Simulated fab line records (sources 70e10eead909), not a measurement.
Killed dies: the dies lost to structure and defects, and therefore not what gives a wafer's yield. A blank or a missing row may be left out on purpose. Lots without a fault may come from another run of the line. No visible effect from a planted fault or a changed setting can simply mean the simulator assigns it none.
fab line records	flow nand_harc
record lots=6	wafers=18	last_day=33
route steps=1302 shown P_M1@296 END@1302
lots with no fault: from the same line, run without faults
start_h: start of the lot's first displayed wafer, in hours after the record's first day	wait_h: hours since the lot's step before	" as in the row above	L1.1+2: one row covering several wafers at once	- no value, or no start given	* or withheld: withheld	< > ~ a bound
route shown NAME@n: names a module that has steps shown in the file, with the first one's number in the route	usual: the fault-free wafers' mean and standard deviation	same: alike in all rows	chamber/n: place in a boat	sites: the reading at each site	_std_site: standard deviation of those values	_edge_site: the outer-site mean with the inner-site mean subtracted	radius_mm: how far each site lies from the wafer's centre	mask NAME#n: copy n	behind: the last tool/chamber to shape the wafer	hold: why the lot went on hold/how many hours it stayed there/how the hold came to an end	device: names the non-switching transistor (n, p or np)	end of line: the tests these same wafers got at the end of their route	a step with no rows: only its recipe	killed: at the first sort, the dies lost to defects and structure; wafer yield is something else	map: dies across one wafer; x = killed, . = not, _ = none there
set.NAME: setting as actually run; set.NAME@STEP: the setting as run at that earlier step	model.NAME: the simulator's own value behind a step, which no gauge read
a table for each step, a row for each wafer; lots at some steps of the route
services: the hour from which a tool's chamber was out of use, counted from the record's first day as start_h (under 0 if before that day), plus the number of hours and why
## steps
# step NHARC_P_M1_OVL_MEAS_10
# recipe pitch_nm=260
# usual overlay_x_nm=0.0/1.1	overlay_y_nm=0.0/0.88
lot.wafer	tool	chamber	start_h	wait_h	overlay_x_nm	overlay_y_nm
L594.1	overlay-01	-	179.98	-	1.4	0.8
L594.5	"	-	"	"	1.1	0.3
L594.6	"	-	"	"	1.5	0.8
L598.2	overlay-01	-	221.12	-	-0.7	-0.5
L598.3	"	-	"	"	-1.0	-0.4
L598.4	"	-	"	"	-0.8	-0.4
L605.2	overlay-01	-	286.89	-	-0.4	0.0
L605.4	"	-	"	"	-0.4	-0.3
L605.5	"	-	"	"	-0.7	-0.1
L606.2	overlay-01	-	291.83	-	-0.8	-0.1
L606.3	"	-	"	"	-0.8	-0.3
L606.4	"	-	"	"	-0.6	-0.3
L611.1	overlay-01	-	346.98	-	0.5	-0.1
L611.2	"	-	"	"	0.7	-0.5
L611.5	"	-	"	"	0.7	0.1
L612.2	overlay-02	-	362.84	-	1.1	-0.6
L612.4	"	-	"	"	0.7	-0.9
L612.5	"	-	"	"	0.5	-0.4
# step NHARC_P_M1_INSPECT_11
# usual raw_defect_count=4.6/2.9
lot.wafer	tool	chamber	start_h	wait_h	raw_defect_count
L594.1	defect_inspect-02	-	180.02	0.0	6
L594.5	"	-	"	"	10
L594.6	"	-	"	"	3
L598.2	defect_inspect-02	-	221.15	0.0	5
L598.3	"	-	"	"	5
L598.4	"	-	"	"	7
L605.2	defect_inspect-01	-	286.92	0.0	6
L605.4	"	-	"	"	3
L605.5	"	-	"	"	7
L606.2	defect_inspect-02	-	291.87	0.0	2
L606.3	"	-	"	"	7
L606.4	"	-	"	"	6
L611.1	defect_inspect-01	-	347.02	0.0	5
L611.2	"	-	"	"	4
L611.5	"	-	"	"	5
L612.2	defect_inspect-02	-	362.88	0.0	3
L612.4	"	-	"	"	1
L612.5	"	-	"	"	3
# step NHARC_P_M1_DESCUM_14
# recipe time_s=3	o2_flow_sccm=200	ar_flow_sccm=0	bias_power_w=0	chemistry=O2
# usual chamber_pressure_mTorr=60.00/0.057	drypump_motor_current_A=5.5/0.52	oes_product_au=1.000/0.013	rf_vpp_V=57.6/0.75	showerhead_plenum_p_Torr=1.87/0.047	throttle_valve_pct=11.312/0.0099
lot.wafer	tool	chamber	start_h	wait_h	chamber_pressure_mTorr	drypump_motor_current_A	oes_product_au	rf_hours_counter_h	rf_vpp_V	showerhead_plenum_p_Torr	throttle_valve_pct
L594.1	rie_diel-11	0	180.11	0.1	60.04	5.5	1.013	8	57.5	1.82	11.318
L594.5	"	1	"	"	59.97	6.5	0.991	-	58.5	1.90	11.314
L594.6	"	2	"	"	60.01	4.8	1.026	-	57.6	1.82	11.290
L598.4	rie_diel-03	0	221.21	0.1	59.86	5.4	0.995	7	58.4	1.82	11.311
L598.2	"	2	"	"	60.04	5.0	0.993	6	57.0	1.85	11.334
L598.3	"	3	"	"	60.08	5.3	0.998	6	58.3	1.91	11.317
L605.4	rie_diel-11	2	286.99	0.1	60.07	4.8	1.000	2	58.0	1.82	11.312
L605.2	"	3	"	"	59.98	6.3	1.001	2	58.4	1.89	11.333
L605.5	"	1	"	"	60.03	6.5	0.986	-	58.0	1.90	11.314
L606.3	rie_diel-03	2	292.09	0.2	60.05	5.0	0.980	0	57.3	1.85	11.328
L606.2	"	3	"	"	60.05	5.3	0.979	0	57.1	1.91	11.307
L606.4	"	1	"	"	59.95	5.4	0.991	0	56.3	1.91	11.302
L611.2	rie_diel-11	0	347.08	0.1	60.05	5.5	1.016	8	57.0	1.82	11.315
L611.1	"	3	"	"	60.01	6.2	1.002	8	57.4	1.89	11.315
L611.5	"	0	"	"	60.11	5.5	1.018	-	56.1	1.82	11.314
L612.2	rie_diel-03	3	362.94	0.1	60.02	5.3	0.982	3	57.5	1.91	11.314
L612.4	"	0	"	"	59.95	5.4	1.010	5	57.0	1.81	11.328
L612.5	"	3	"	"	60.13	5.3	0.983	-	58.8	1.91	11.324
# step NHARC_P_M1_ETCH_35
# recipe target_depth_a=400	overetch_a=120	time_s=43.94	ion_energy_ev=200	n2_flow_sccm=150	h2_flow_sccm=150	ar_flow_sccm=0	rf_w=400	bias_w=150	chemistry=N2/H2
# step NHARC_P_M1_ETCH_15
# recipe target_depth_a=1825	time_s=91.2	c4f8_flow_sccm=withheld	ar_flow_sccm=400	rf_w=600	bias_w=300	chemistry=C4F8/Ar
# usual bias_w=299.9/1	chamber_pressure_mTorr=24.999/0.021	oes_product_au=0.958/0.023	rf_vpp_V=439.5/1.6
lot.wafer	tool	chamber	start_h	wait_h	bias_w	chamber_pressure_mTorr	oes_product_au	rf_hours_counter_h	rf_vpp_V
L594.1	rie_diel-11	2	-	-	299.6	25.007	0.984	7	437.7
L594.5	"	0	"	"	299.9	25.027	0.976	-	437.8
L594.6	"	1	"	"	298.7	24.989	0.950	-	441.1
L598.3	rie_diel-03	2	-	-	298.9	24.987	0.976	6	439.3
L598.2	"	3	"	"	299.7	24.975	0.979	6	440.5
L598.4	"	0	"	"	299.5	25.022	0.954	7	439.1
L605.2	rie_diel-11	0	-	-	298.8	25.012	1.000	2	440.0
L605.4	"	3	"	"	298.0	25.035	0.987	2	440.0
L605.5	"	1	"	"	298.5	24.986	0.950	-	440.0
L606.2	rie_diel-03	3	-	-	301.7	24.984	0.923	1	440.4
L606.3	"	0	"	"	299.8	24.983	0.947	1	437.7
L606.4	"	1	"	"	298.8	25.029	0.930	1	439.8
L611.1	rie_diel-11	0	-	-	299.6	25.018	0.969	8	437.8
L611.2	"	1	"	"	300.7	25.031	0.942	8	439.0
L611.5	"	2	"	"	301.3	24.990	0.971	-	438.5
L612.2	rie_diel-03	3	-	-	300.4	25.017	0.942	3	439.9
L612.4	"	2	"	"	299.3	25.017	0.961	4	438.5
L612.5	"	0	"	"	298.5	25.011	0.960	-	437.1
# step NHARC_P_M1_CD_MEAS_16
# usual cd_nm=130.1/1.2
lot.wafer	tool	chamber	start_h	wait_h	cd_nm
L594.1	cd_sem-01	-	180.38	-	130.3
L594.5	"	-	"	"	129.6
L594.6	"	-	"	"	130.5
L598.2	cd_sem-02	-	221.52	-	130.1
L598.3	"	-	"	"	130.7
L598.4	"	-	"	"	129.4
L605.2	cd_sem-03	-	287.29	-	130.2
L605.4	"	-	"	"	129.4
L605.5	"	-	"	"	130.3
L606.2	cd_sem-03	-	292.63	-	130.3
L606.3	"	-	"	"	130.3
L606.4	"	-	"	"	129.7
L611.1	cd_sem-02	-	347.38	-	130.4
L611.2	"	-	"	"	131.3
L611.5	"	-	"	"	133.0
L612.2	cd_sem-02	-	363.25	-	129.6
L612.4	"	-	"	"	130.0
L612.5	"	-	"	"	129.5
# step NHARC_P_M1_STRIP_18
# recipe power_w=1000	n2_flow_sccm=150	h2_flow_sccm=150	ar_flow_sccm=0	bias_w=0	chemistry=N2/H2
# step NHARC_P_M1_ETCH_28
# recipe target_depth_a=300	over_etch_frac=0.3	time_s=72.99	ion_energy_ev=150	cf4_flow_sccm=50	n2_flow_sccm=100	ar_flow_sccm=150	rf_w=300	bias_w=100	chemistry=CF4/N2
# usual bias_w=99.94/0.27	chamber_pressure_mTorr=29.995/0.028	drypump_motor_current_A=5.6/0.56	oes_product_au=1.000/0.013	rf_vpp_V=313.0/1.5	showerhead_plenum_p_Torr=2.57/0.066	throttle_valve_pct=19.794/0.0081
lot.wafer	tool	chamber	start_h	wait_h	bias_w	chamber_pressure_mTorr	drypump_motor_current_A	oes_product_au	rf_hours_counter_h	rf_vpp_V	showerhead_plenum_p_Torr	throttle_valve_pct
L594.1	rie_diel-03	0	-	-	99.49	29.989	5.4	0.996	5	311.8	2.50	19.797
L594.5	"	3	"	"	99.70	30.012	5.3	0.999	-	313.5	2.62	19.794
L594.6	"	0	"	"	99.45	30.010	5.4	0.990	-	311.3	2.50	19.798
L598.3	rie_diel-03	2	-	-	100.27	29.946	5.0	0.990	6	313.7	2.54	19.787
L598.4	"	3	"	"	99.97	29.968	5.3	1.004	6	314.1	2.62	19.784
L598.2	"	0	"	"	100.10	29.981	5.4	0.991	8	311.2	2.50	19.803
L605.2	rie_diel-04	3	-	-	100.24	30.013	6.6	0.993	34	316.6	2.71	19.789
L605.4	"	2	"	"	99.92	30.047	5.7	1.007	31	311.3	2.48	19.795
L605.5	"	3	"	"	99.63	29.964	6.6	1.002	-	316.0	2.71	19.800
L606.4	rie_diel-11	0	-	-	99.82	29.932	5.5	1.029	2	311.0	2.50	19.801
L606.3	"	1	"	"	100.27	30.028	6.5	0.986	2	313.3	2.60	19.779
L606.2	"	2	"	"	99.83	29.975	4.8	0.991	2	311.9	2.50	19.790
L611.1	rie_diel-11	3	-	-	100.01	30.046	6.2	0.998	8	313.6	2.60	19.802
L611.2	"	1	"	"	100.01	29.958	6.5	0.993	8	314.5	2.60	19.783
L611.5	"	2	"	"	99.71	30.006	4.8	0.988	-	310.3	2.50	19.776
L612.2	rie_diel-03	1	-	-	99.73	29.976	5.4	0.985	5	312.7	2.62	19.785
L612.4	"	3	"	"	99.40	30.019	5.3	0.990	3	313.6	2.62	19.790
L612.5	"	2	"	"	100.15	29.994	5.0	0.997	-	313.9	2.54	19.806
# step NHARC_P_M1_STRIP_19
# recipe time_s=600	temp_c=30	chemistry=post_etch_residue_remover
# step NHARC_P_M1_DEGAS_29
# recipe temp_c=250	time_s=60
# step NHARC_P_M1_PRE_CLEAN_30
# recipe time_s=30	temp_c=280	gas=H2/He
# usual heater_power_w=412/33
lot.wafer	tool	chamber	start_h	wait_h	heater_power_w
L594.1	pvd_sputter-01	-	-	-	342
L594.5	"	-	"	"	405
L594.6	"	-	"	"	457
L598.4	pvd_sputter-03	-	-	-	425
L598.2	"	-	"	"	444
L598.3	"	-	"	"	400
L605.2	pvd_sputter-01	-	-	-	381
L605.4	"	-	"	"	348
L605.5	"	-	"	"	386
L606.4	pvd_sputter-02	-	-	-	429
L606.3	"	-	"	"	373
L606.2	"	-	"	"	442
L611.1	pvd_sputter-01	-	-	-	380
L611.2	"	-	"	"	403
L611.5	"	-	"	"	434
L612.2	pvd_sputter-01	-	-	-	443
L612.4	"	-	"	"	397
L612.5	"	-	"	"	354
# step NHARC_P_M1_PVD_20
# recipe target_thk_a=50	bias_v=168.6	power_w=15000	chamber_pressure_pa=0.12	time_s=8.06	substrate_temp_c=50	material=TaN
# usual bias_v=168.7/1.7	cathode_dc_power_W=15000/2.9	throttle_valve_pct=30.2/0.99
lot.wafer	tool	chamber	start_h	wait_h	bias_v	cathode_dc_power_W	throttle_valve_pct
L594.1	pvd_sputter-01	-	-	-	170.0	15000	30.3
L594.5	"	-	"	"	168.1	15003	30.6
L594.6	"	-	"	"	169.8	15002	28.9
L598.3	pvd_sputter-03	-	-	-	166.3	14999	30.1
L598.4	"	-	"	"	166.9	14993	29.2
L598.2	"	-	"	"	166.7	14996	28.4
L605.2	pvd_sputter-01	-	-	-	164.5	14996	30.7
L605.4	"	-	"	"	165.4	15002	29.3
L605.5	"	-	"	"	166.5	15003	31.0
L606.4	pvd_sputter-02	-	-	-	171.8	15000	32.3
L606.3	"	-	"	"	167.5	15004	30.3
L606.2	"	-	"	"	170.4	14999	30.6
L611.2	pvd_sputter-01	-	-	-	166.9	15003	31.8
L611.1	"	-	"	"	167.7	15000	29.3
L611.5	"	-	"	"	170.4	15000	32.0
L612.4	pvd_sputter-01	-	-	-	169.3	14997	29.2
L612.2	"	-	"	"	171.2	14997	30.6
L612.5	"	-	"	"	169.5	14997	30.8
# step NHARC_P_M1_PVD_21
# recipe target_thk_a=300	chamber_pressure_pa=5	power_w=5000	substrate_temp_c=30	time_s=20.49	material=Cu
# usual cathode_dc_power_W=5000.0/0.94	chamber_pressure_pa=4.998/0.01	throttle_valve_pct=30.2/0.97
lot.wafer	tool	chamber	start_h	wait_h	cathode_dc_power_W	chamber_pressure_pa	throttle_valve_pct
L594.1	pvd_sputter-01	-	181.32	-	4999.0	4.986	28.9
L594.6	"	-	"	"	5001.5	4.998	29.3
L594.5	"	-	"	"	5000.0	4.990	30.9
L598.2	pvd_sputter-03	-	222.46	-	4999.5	4.987	28.5
L598.3	"	-	"	"	5000.0	5.005	29.2
L598.4	"	-	"	"	4999.9	5.005	29.9
L605.2	pvd_sputter-01	-	288.23	-	-	-	-
L605.4	"	-	"	"	-	-	-
L605.5	"	-	"	"	-	-	-
L606.4	pvd_sputter-02	-	293.56	-	-	-	-
L606.3	"	-	"	"	-	-	-
L606.2	"	-	"	"	-	-	-
L611.2	pvd_sputter-01	-	348.32	-	4999.1	4.994	30.7
L611.1	"	-	"	"	5000.5	4.992	31.8
L611.5	"	-	"	"	5000.1	5.009	30.6
L612.4	pvd_sputter-01	-	364.21	-	4999.8	4.994	29.3
L612.2	"	-	"	"	5000.9	4.992	30.7
L612.5	"	-	"	"	5001.1	5.007	31.7
# step NHARC_P_M1_ECD_22
# recipe target_thk_a=4000	bath_temp_c=25	material=Cu
# step NHARC_END_SORT_01
# recipe temp_c=25
# usual defect_limited_yield=91.5/2.5	killed_at_array=52/17	killed_at_other=1.2/1.4	killed_at_periphery=4.7/2.9	killed_dies=58/17	killed_open=3.2/1.9	killed_short=2.4/1.4	sort_bin_2_pct=3.0/1.1	sort_bin_3_pct=0.6/0.37	sort_bin_4_pct=4.8/1.4	sort_n_pass=619/17	sort_rim_yield_pct=90/4.9	sort_yield_pct=91.5/2.5
# same gross_dies=677	sort_bin_5_pct[%]=0	sort_bin_6_pct[%]=0	sort_bin_7_pct[%]=0	sort_bin_8_pct[%]=0	sort_rim_n_gross=106.00
lot.wafer	tool	chamber	start_h	wait_h	defect_limited_yield[%]	killed_at_array	killed_at_other	killed_at_periphery	killed_dies	killed_open	killed_short	sort_bin_2_pct[%]	sort_bin_3_pct[%]	sort_bin_4_pct[%]	sort_n_pass	sort_rim_yield_pct[%]	sort_yield_pct[%]
L598.2	prober-02	0	661.52	2.8	86.7	76	7	7	90	1	3	4.4	1.9	6.9	587	78	86.7
L598.4	prober-02	0	663.12	3.4	88.6	68	1	8	77	3	2	4.0	1.0	6.4	600	82	88.6
L606.2	prober-02	0	716.10	2.8	0	70	3	604	677	4	0	93.2	1.0	5.8	0	0	0
L606.3	prober-02	0	716.89	3.1	0	69	1	607	677	6	1	93.1	1.0	5.9	0	0	0
L606.4	prober-02	0	717.69	3.4	0	71	1	605	677	4	2	93.1	1.2	5.8	0	0	0
# killed by level:class
L598.2 A_CHANNEL_HOLE_D1:chamber_film_flake=34 A_SLIT:chamber_film_flake=23 THIN_TSV:chamber_film_flake=7 A_CHANNEL_HOLE_D2:chamber_film_flake=6 A_CONTACT:chamber_film_flake=5 A_BLC:chamber_film_flake=4 P_GATE:chamber_film_flake=3 P_STI:geometric_particle:short=1
L598.4 A_CHANNEL_HOLE_D2:chamber_film_flake=21 A_SLIT:chamber_film_flake=21 A_CHANNEL_HOLE_D1:chamber_film_flake=11 P_GATE:chamber_film_flake=4 A_CONTACT:chamber_film_flake=4 A_CHANNEL_FILL_D1:geometric_particle:short=2 A_CHANNEL_HOLE_D2:geometric_particle:open=2 P_STI:chamber_film_flake=2
L606.2 P_M1:area_pvd=602 A_CHANNEL_HOLE_D1:chamber_film_flake=28 A_CHANNEL_HOLE_D2:chamber_film_flake=15 A_SLIT:chamber_film_flake=14 A_STAIRCASE:chamber_film_flake=4 P_GATE:geometric_particle:open=2 A_CHANNEL_FILL_D1:chamber_film_flake=2 A_CHANNEL_FILL_D2:chamber_film_flake=2
L606.3 P_M1:area_pvd=603 A_CHANNEL_HOLE_D1:chamber_film_flake=25 A_SLIT:chamber_film_flake=15 A_CHANNEL_HOLE_D2:chamber_film_flake=9 A_CONTACT:chamber_film_flake=4 A_WL_FILL:chamber_film_flake=3 A_CONTACT:geometric_particle:open=2 P_ZERO_WELL:chamber_film_flake=2
L606.4 P_M1:area_pvd=602 A_SLIT:chamber_film_flake=29 A_CHANNEL_HOLE_D1:chamber_film_flake=15 A_CHANNEL_HOLE_D2:chamber_film_flake=14 A_CHANNEL_FILL_D1:chamber_film_flake=4 P_ZERO_WELL:chamber_film_flake=2 A_STAIRCASE:chamber_film_flake=2 P_M0:geometric_particle:open=1
# map L606.2 (x killed, . not)
____________x____________
_________xxxxxxx_________
_______xxxxxxxxxxx_______
______xxxxxxxxxxxxx______
_____xxxxxxxxxxxxxxx_____
____xxxxxxxxxxxxxxxxx____
____xxxxxxxxxxxxxxxxx____
___xxxxxxxxxxxxxxxxxxx___
___xxxxxxxxxxxxxxxxxxx___
__xxxxxxxxxxxxxxxxxxxxx__
__xxxxxxxxxxxxxxxxxxxxx__
_xxxxxxxxxxxxxxxxxxxxxxx_
_xxxxxxxxxxxxxxxxxxxxxxx_
_xxxxxxxxxxxxxxxxxxxxxxx_
_xxxxxxxxxxxxxxxxxxxxxxx_
_xxxxxxxxxxxxxxxxxxxxxxx_
xxxxxxxxxxxxxxxxxxxxxxxxx
xxxxxxxxxxxxxxxxxxxxxxxxx
xxxxxxxxxxxxxxxxxxxxxxxxx
xxxxxxxxxxxxxxxxxxxxxxxxx
xxxxxxxxxxxxxxxxxxxxxxxxx
_xxxxxxxxxxxxxxxxxxxxxxx_
_xxxxxxxxxxxxxxxxxxxxxxx_
_xxxxxxxxxxxxxxxxxxxxxxx_
_xxxxxxxxxxxxxxxxxxxxxxx_
_xxxxxxxxxxxxxxxxxxxxxxx_
__xxxxxxxxxxxxxxxxxxxxx__
__xxxxxxxxxxxxxxxxxxxxx__
___xxxxxxxxxxxxxxxxxxx___
___xxxxxxxxxxxxxxxxxxx___
____xxxxxxxxxxxxxxxxx____
____xxxxxxxxxxxxxxxxx____
_____xxxxxxxxxxxxxxx_____
______xxxxxxxxxxxxx______
_______xxxxxxxxxxx_______
_________xxxxxxx_________
____________x____________
# map L594.5 (x killed, . not)
____________.____________
_________......._________
_______..........._______
______xx........x..______
_____x.............._____
____xxx..............____
____xx...............____
___xxxxx..............___
___xxxxx..............___
__xxxxx................__
__x..x.................__
_..x.x..........x......._
_.....x.......x........._
_......................._
_............x.........._
_.............x.....x..._
............x............
.............x....x......
.........x...............
.........................
......x..................
_...x..................._
_.x...........x..x......_
_.xx...................._
_.............x........._
_...............x.....x._
__.....................__
__.....................__
___..........x........___
___.......x...........___
____.................____
____.................____
_____..............._____
______....x........______
_______..........._______
_________......._________
____________.____________
## services
tool	chamber	start_h	hours	kind
rie_diel-03	0	162.71	-	clean
rie_diel-03	1	162.71	-	clean
pvd_sputter-03	-	170.00	10.0	pm
rie_diel-04	-	178.68	9.0	pm
rie_diel-03	-	181.80	0.5	repair
rie_diel-03	2	182.89	12.9	repair
rie_diel-11	1	222.13	6.3	repair
pvd_sputter-01	-	226.03	10.0	pm
rie_diel-03	0	253.33	6.0	repair
rie_diel-11	-	255.51	9.0	pm
rie_diel-11	2	277.51	4.8	repair
pvd_sputter-03	-	280.58	1.5	repair
rie_diel-03	-	281.71	9.0	pm
rie_diel-03	3	297.13	8.0	repair
pvd_sputter-02	-	300.23	10.0	pm
pvd_sputter-01	-	314.73	1.0	repair
rie_diel-04	3	320.44	3.2	repair
pvd_sputter-02	-	320.66	2.5	repair
pvd_sputter-01	-	321.14	2.1	repair
pvd_sputter-01	-	329.18	1.4	repair
rie_diel-04	-	332.47	2.3	repair
pvd_sputter-03	-	348.00	10.0	pm
rie_diel-11	2	350.93	13.2	repair
rie_diel-04	-	355.68	9.0	pm
## key
first_sign step=NHARC_P_M1_PVD_21	reading=tool_record	direction=missing
effect step=NHARC_END_SORT_01	reading=killed_at_periphery	direction=up	sigmas=99+	usual=4.7	struck=605.3
more_kills_born_at NHARC_P_M1_PVD_21@pvd_sputter-02=1807
met_at NHARC_P_M1_PVD_21
struck_wafers L605.2,L605.4,L605.5,L606.2,L606.3,L606.4
rows_end L605.2,L605.4,L605.5
later_rows_left_out L606.2,L606.3,L606.4
onset_between 181.32 288.23
fault kind=skipped_step_whole	tool=pvd_sputter-01,pvd_sputter-02	chamber=-	onset_h=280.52	steps=NHARC_P_M1_PVD_21	scope=struck_lots_only
# later_rows_left_out: the simulator's readings of these wafers behind a module that went badly wrong aren't trusted and aren't shown, but for the sort
# rows_end: these wafers met a further fault down the route, and their rows from its step on are left out
